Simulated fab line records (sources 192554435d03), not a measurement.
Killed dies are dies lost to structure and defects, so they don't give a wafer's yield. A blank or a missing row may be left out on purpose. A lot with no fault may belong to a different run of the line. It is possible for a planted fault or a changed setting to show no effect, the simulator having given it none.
Split-lot experiment + flow n5 finfet + 39 wafers read from 7 lots, route of 1938 steps

== ON THE SPLIT ==
At N5_DUMMY_GATE_HM_DEP_06 (deposits SiNx from DCS/NH3, target thk 80 nm, time 5141 s), the setting target thk a was moved away from the recipe's 800 angstrom on 30 of the 39 wafers read, by -10.8% to +9.9%. This setting was run at the recipe's value on the other wafers.

The reading comes from the split's own step.

== THE READING ==
SiNx_of_DUMMY_GATE_HM_DEP_06.thk nm (the simulator's own value, which no gauge read), in nm, at N5_DUMMY_GATE_HM_DEP_06 (deposits SiNx from DCS/NH3, target thk 80 nm, time 5141 s). No usual value for it is given in the file. Across the 9 wafers here that went through the recipe, the average is 80.3 nm and the standard deviation 0.35 nm.

| wafer  | tool, chamber at the split | target thk a as run, angstrom | against the recipe | SiNx_of_DUMMY_GATE_HM_DEP_06.thk nm, nm | against lot-mates on the recipe |
|--------|----------------------------|-------------------------------|--------------------|-----------------------------------------|---------------------------------|
| L076.1 | -, -                       | 879.2                         | +9.9%              | 87.2                                    | no lot-mate on the recipe       |
| L076.4 | -, -                       | 879.2                         | +9.9%              | 87.2                                    | no lot-mate on the recipe       |
| L076.2 | -, -                       | 879.2                         | +9.9%              | 86.8                                    | no lot-mate on the recipe       |
| L076.3 | -, -                       | 879.2                         | +9.9%              | 87.4                                    | no lot-mate on the recipe       |
| L076.5 | -, -                       | 879.2                         | +9.9%              | 87                                      | no lot-mate on the recipe       |
| L076.6 | -, -                       | 879.2                         | +9.9%              | 86.6                                    | no lot-mate on the recipe       |
| L081.1 | lpcvd-02, 0/15             | 800                           | recipe             | 79.8                                    | -                               |
| L081.4 | lpcvd-02, 0/29             | 800                           | recipe             | 80                                      | -                               |
| L081.5 | lpcvd-02, 0/34             | 800                           | recipe             | 80.2                                    | -                               |
| L083.1 | -, -                       | 844.9                         | +5.6%              | 85                                      | no lot-mate on the recipe       |
| L083.2 | -, -                       | 844.9                         | +5.6%              | 84.8                                    | no lot-mate on the recipe       |
| L083.3 | -, -                       | 844.9                         | +5.6%              | 84.8                                    | no lot-mate on the recipe       |
| L083.4 | -, -                       | 844.9                         | +5.6%              | 84.8                                    | no lot-mate on the recipe       |
| L083.5 | -, -                       | 844.9                         | +5.6%              | 84.2                                    | no lot-mate on the recipe       |
| L083.6 | -, -                       | 844.9                         | +5.6%              | 84                                      | no lot-mate on the recipe       |
| L084.1 | -, -                       | 721.8                         | -9.8%              | 73                                      | no lot-mate on the recipe       |
| L084.2 | -, -                       | 721.8                         | -9.8%              | 73                                      | no lot-mate on the recipe       |
| L084.3 | -, -                       | 721.8                         | -9.8%              | 73                                      | no lot-mate on the recipe       |
| L084.4 | -, -                       | 721.8                         | -9.8%              | 73                                      | no lot-mate on the recipe       |
| L084.5 | -, -                       | 721.8                         | -9.8%              | 73.4                                    | no lot-mate on the recipe       |
| L084.6 | -, -                       | 721.8                         | -9.8%              | 72.8                                    | no lot-mate on the recipe       |
| L085.1 | -, -                       | 713.6                         | -10.8%             | 70.6                                    | no lot-mate on the recipe       |
| L085.6 | -, -                       | 713.6                         | -10.8%             | 70.6                                    | no lot-mate on the recipe       |
| L085.2 | -, -                       | 713.6                         | -10.8%             | 71                                      | no lot-mate on the recipe       |
| L085.3 | -, -                       | 713.6                         | -10.8%             | 70.4                                    | no lot-mate on the recipe       |
| L085.4 | -, -                       | 713.6                         | -10.8%             | 69.8                                    | no lot-mate on the recipe       |
| L085.5 | -, -                       | 713.6                         | -10.8%             | 70.8                                    | no lot-mate on the recipe       |
| L087.1 | -, -                       | 800                           | recipe             | 80.2                                    | -                               |
| L087.2 | -, -                       | 800                           | recipe             | 80                                      | -                               |
| L087.3 | -, -                       | 800                           | recipe             | 80.6                                    | -                               |
| L087.5 | -, -                       | 800                           | recipe             | 80.6                                    | -                               |
| L087.4 | -, -                       | 800                           | recipe             | 80.8                                    | -                               |
| L087.6 | -, -                       | 800                           | recipe             | 80.8                                    | -                               |
| L095.1 | -, -                       | 725.4                         | -9.3%              | 72.6                                    | no lot-mate on the recipe       |
| L095.2 | -, -                       | 725.4                         | -9.3%              | 72                                      | no lot-mate on the recipe       |
| L095.3 | -, -                       | 725.4                         | -9.3%              | 72.8                                    | no lot-mate on the recipe       |
| L095.4 | -, -                       | 725.4                         | -9.3%              | 72.4                                    | no lot-mate on the recipe       |
| L095.5 | -, -                       | 725.4                         | -9.3%              | 73.2                                    | no lot-mate on the recipe       |
| L095.6 | -, -                       | 725.4                         | -9.3%              | 72.2                                    | no lot-mate on the recipe       |

FIT RESULTS
A straight line over all 39 wafers: SiNx_of_DUMMY_GATE_HM_DEP_06.thk nm changes by +0.78 nm for each +1% of target thk a; r = +0.99; the points scatter about the line by 0.69 nm.
Too few moved wafers have a lot-mate on the recipe to fit a line with each lot's own level taken away.

== THE FILE'S OWN FIT ==
SiNx_of_DUMMY_GATE_HM_DEP_06.thk nm changes by +0.78 nm for each +1% of target thk a, r = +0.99.
